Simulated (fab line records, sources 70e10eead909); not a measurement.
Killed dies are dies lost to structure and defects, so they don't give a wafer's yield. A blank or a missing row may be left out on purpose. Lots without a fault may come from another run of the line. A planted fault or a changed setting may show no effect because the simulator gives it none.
Chamber matching | flow nand_harc | NHARC_A_BONDPAD_CMP_19 on cmp-03: 4 sister chambers
The step polishes, t overpolish 30 s, cu recess touch 16 s, target thk 169.82 nm. 4 wafers are shown with their chamber, then 11 later ones without.

WAFERS WITH THEIR CHAMBER
wafer  | chamber | motor_current_A (A)
L080.5 | 3       | 11.6
L090.2 | 1       | 11.4
L090.3 | 2       | 11.4
L092.1 | 0       | 12.0

WAFERS WITHOUT THEIR CHAMBER
wafer  | motor_current_A (A)
L092.2 | 12.2
L092.5 | 11.7
L093.2 | 11.3
L093.4 | 10.5
L093.5 | 11.3
L095.3 | 11.8
L095.5 | 11.1
L095.6 | 10.9
L096.1 | 11.2
L096.2 | 11.7
L096.5 | 11.0

WHICH CHAMBER EACH WENT THROUGH
wafer  | from the rows above               | in truth
L092.2 | can't be placed: 0 or 3 or 1 or 2 | 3
L092.5 | can't be placed: 3 or 1 or 2 or 0 | 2
L093.2 | can't be placed: 1 or 2 or 3 or 0 | 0
L093.4 | can't be placed: 1 or 2 or 3 or 0 | 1
L093.5 | can't be placed: 1 or 2 or 3 or 0 | 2
L095.3 | can't be placed: 0 or 3 or 1 or 2 | 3
L095.5 | can't be placed: 1 or 2 or 3 or 0 | 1
L095.6 | can't be placed: 1 or 2 or 3 or 0 | 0
L096.1 | can't be placed: 1 or 2 or 3 or 0 | 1
L096.2 | can't be placed: 3 or 1 or 2 or 0 | 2
L096.5 | can't be placed: 1 or 2 or 3 or 0 | 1
Placed correctly: 0 of 11. Can't be placed from these rows: 11 (the true chamber is among the candidates in 11). Placed wrongly: 0.
How it was worked out, from the rows above alone: a wafer's distance from a chamber is the root of the sum, over the readings, of the square of ((its reading less the chamber's mean) divided by the reading's scatter). The wafer belongs to the nearest chamber; if the next one is less than 2 further off, it can't be placed. A chamber's mean is the mean of its shown wafers. The scatter: with one shown wafer a chamber, the root of the mean of the squares of how far each hidden wafer lies from its nearest shown one.
